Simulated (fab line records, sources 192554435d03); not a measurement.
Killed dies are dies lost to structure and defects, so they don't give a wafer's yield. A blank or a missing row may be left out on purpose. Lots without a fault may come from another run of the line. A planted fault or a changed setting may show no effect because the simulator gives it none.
A struck lot beside a sound one | flow n5_finfet | 22 steps out of a route of 1938
Sound: wafers L336.1, L336.2, L336.4. Struck: wafers L335.2, L335.3, L335.4. The cause comes at the end.
At each step with rows: each side's tool, then ch and its chambers, then its first start. Under that, the readings that differ: sound wafers | struck wafers | difference of the means | sigmas: that difference in standard deviations of wafers without a fault.
alike: readings whose means differ by less than 2 such deviations, and words and numbers that are the same on both sides. not compared: withheld readings, readings that some wafer has no value for, bounds like >300 that may hide the same value, and numbers for which the record gives no deviation and whose values overlap.
The two part at a step that has a row with sigmas, a row that says differs or no value, or rows on one side only. Numbers that don't overlap but have no deviation are shown without sigmas and don't part them. A reading that every wafer of one side lacks parts them only if that side has two wafers or more.

first, 11 steps without rows for these wafers: N5_FIN_SAQP_STRIP_74 (strips in CHF3/O2); N5_FIN_SAQP_MANDREL_ETCH_22 (etches a-Si in HBr/Cl2, stops on SiNx, target depth 60 nm, bt time 10 s, time 30 s); N5_FIN_SAQP_STRIP_55 (strips in N2/H2); N5_FIN_SAQP_STRIP_23 (strips in SPM, time 750 s); N5_FIN_SAQP_SRD_66 (time 30 s); N5_FIN_SAQP_RECESS_75 (chemistry HF/NH3, target SiO2, target depth 14.4 nm, afs cycles 3, sublimation time 60 s); N5_FIN_SAQP_SPACER1_ALD_24 (deposits SiO2, target thk 20.3 nm, pulse time 1 s, purge time 2 s); N5_FIN_SAQP_SPACER1_ETCHBACK_25 (etches SiO2 in CHF3/O2, target depth 24.4 nm, time 12.2 s); N5_FIN_SAQP_MANDREL1_REMOVE_56 (chemistry HBr/Cl2/O2, target a-Si, stops on SiNx, bt time 10 s); N5_FIN_SAQP_ETCH_57 (etches SiNx in CH3F/O2, target depth 32.5 nm, time 46.4 s); N5_FIN_SAQP_ETCH_65 (etches SiO2 in CF4, target depth 4 nm, time 4.4 s).
N5_FIN_SAQP_MANDREL_ETCH_58: etches a-Si in HBr/Cl2, stops on SiNx, target depth 45 nm, bt time 10 s, time 27 s.
  sound on rie_si-03 ch 0,1,3, day 7 06:38; struck on rie_si-01 ch 1,2,3, day 6 23:40
  no value came back on the struck wafers for any of 7 readings (HBr_flow_sccm (sccm), bias_w (W) and others); on the sound wafers HBr_flow_sccm (sccm) reads 149.7 149.9 150.4
then, 2 steps without rows for these wafers: N5_FIN_SAQP_RECESS_63 (chemistry HF/NH3, target SiO2, target depth 18 nm, afs cycles 3, sublimation time 60 s); N5_FIN_SAQP_COAT_68 (time 60 s, resist thk 100 nm).
N5_FIN_SAQP_ETCH_69: etches SOC in N2/H2, stops on SiNx, target depth 150 nm.
  sound on rie_diel-06 ch 0,1,2, day 7 07:11; struck on rie_diel-06 ch 0,2,3, day 7 00:23
  reading               | sound          | struck         | difference | sigmas
  oes_product_au (a.u.) | 0.97 0.76 0.68 | 0.35 0.30 0.26 | -0.50      | -7
  alike: bias_w, chamber_pressure_mTorr, drypump_motor_current_A, h2_flow_sccm, rf_vpp_V, showerhead_plenum_p_Torr, throttle_valve_pct
  not compared: rf_hours_counter_h
then, 3 steps without rows for these wafers: N5_FIN_SAQP_STRIP_70 (strips in N2/H2); N5_FIN_SAQP_RECESS_71 (chemistry HF/NH3, target SiO2, target depth 3 nm, afs cycles 1, sublimation time 60 s); N5_FIN_SAQP_SPACER2_ALD_28 (deposits SiO2, target thk 8.1 nm, pulse time 1 s, purge time 2 s).
N5_FIN_SAQP_SPACER2_ETCHBACK_29: etches SiO2 in CHF3/O2, target depth 12.2 nm, time 6.1 s.
  sound on rie_diel-06 ch 0,1,2, day 7 07:49; struck on rie_diel-01 ch 0,1,3, day 7 01:07
  reading               | sound          | struck         | difference | sigmas
  oes_product_au (a.u.) | 0.78 0.68 0.99 | 0.27 0.28 0.28 | -0.54      | -9
  alike: drypump_motor_current_A, oes_ar_750_au, rf_vpp_V, showerhead_plenum_p_Torr, throttle_valve_pct
  not compared: rf_hours_counter_h
then, 1 step without rows for these wafers: N5_FIN_SAQP_MANDREL2_REMOVE_60 (chemistry HBr/Cl2/O2, target a-Si, stops on SiNx, bt time 10 s).
N5_BEOL_M4_RC_MEAS_101:
  the record has rows for the sound wafers here (prober-02 ch 0, day 13 22:56) and none for the struck ones
-- the record jumps here: 11 days lie between the struck wafers' starts before and after (it left off in module BEOL_M4 and takes up again in module PASSIVATION, whose first step shown is number 1936 of the route) --
N5_PASSIVATION_PROBE_49:
  sound on prober-02, day 18 09:32; struck on prober-02, day 17 22:49
  reading                  | sound          | struck         | difference | sigmas
  defect_limited_yield (%) | 92.4 91.1 92.7 | 0 0 0          | -92        | -61
  killed_at_front_end      | 25 42 26       | 1105 1111 1103 | +1075      | +83
  killed_at_other          | 6 10 8         | 1 2 3          | -6         | -2
  killed_dies              | 90 105 86      | 1180 1180 1180 | +1086      | +64
  killed_on_rim            | 19 13 7        | 152 152 152    | +139       | +33
  sort_bin_5_function (%)  | 4.3 5.3 4.0    | 95.0 96.1 95.9 | +91.1      | +99 or more
  sort_n_pass              | 1090 1075 1094 | 0 0 0          | -1086      | -64
  sort_yield_pct (%)       | 92.4 91.1 92.7 | 0 0 0          | -92        | -61
  alike: killed_at_M0_to_M3, killed_at_M4_up, killed_at_contacts, killed_open, killed_short, sort_bin_6_memory, sort_bin_8_speed

WHERE THEY PART
First at N5_FIN_SAQP_MANDREL_ETCH_58; last, within this record, at N5_PASSIVATION_PROBE_49.

WHY: what the simulator had put in
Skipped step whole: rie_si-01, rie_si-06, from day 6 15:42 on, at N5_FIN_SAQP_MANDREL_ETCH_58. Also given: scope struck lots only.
